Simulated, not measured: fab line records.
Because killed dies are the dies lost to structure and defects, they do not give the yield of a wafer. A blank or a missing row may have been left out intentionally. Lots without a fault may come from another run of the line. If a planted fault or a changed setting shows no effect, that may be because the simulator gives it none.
Chamber matching -- flow n5Finfet -- 4 sister chambers for N5_BEOL_M0_SAQP_CUT_ETCH_46 on rieDiel-04
The step etches SOC in N2/H2, target depth 135 nm, overetch 27 nm, time 202.5 s. 7 wafers are shown with their chamber, then 10 later ones without.

## EACH WAFER AND ITS CHAMBER
wafer,chamber,showerheadPlenumPTorr (Torr),throttleValvePct (%)
L074.1,1,2.34,17.52
L077.2,0,2.51,18.16
L077.3,2,2.59,17.32
L078.5,0,2.51,18.15
L078.6,3,2.42,17.63
L087.1,2,2.58,17.33
L087.4,3,2.41,17.67

## WAFERS WHOSE CHAMBER IS MISSING
wafer,showerheadPlenumPTorr (Torr),throttleValvePct (%)
L087.5,2.50,18.18
L088.1,2.33,17.54
L088.2,2.58,17.34
L088.3,2.41,17.66
L088.4,2.50,18.18
L088.5,2.50,18.18
L088.6,2.33,17.55
L092.4,2.33,17.52
L092.5,2.33,17.54
L092.6,2.58,17.33

## WHICH CHAMBER EACH WENT THROUGH
wafer,from the rows above,in truth
L087.5,0,0
L088.1,1,1
L088.2,2,2
L088.3,3,3
L088.4,0,0
L088.5,0,0
L088.6,1,1
L092.4,1,1
L092.5,1,1
L092.6,2,2
10 of 10 placed correctly. Can't be placed from these rows: 0. 0 placed wrongly.
How it was worked out, from the rows above alone: a wafer's distance from a chamber is the root of the sum, over the readings, of the square of ((its reading less the chamber's mean) divided by the reading's scatter). The wafer belongs to the nearest chamber; if the next one is less than 2 further off, it can't be placed. The mean given for a chamber averages the wafers shown for that chamber. The scatter is the square root of a quotient: the sum, over the shown wafers, of each reading's squared deviation from its chamber's mean, divided by wafers minus chambers.
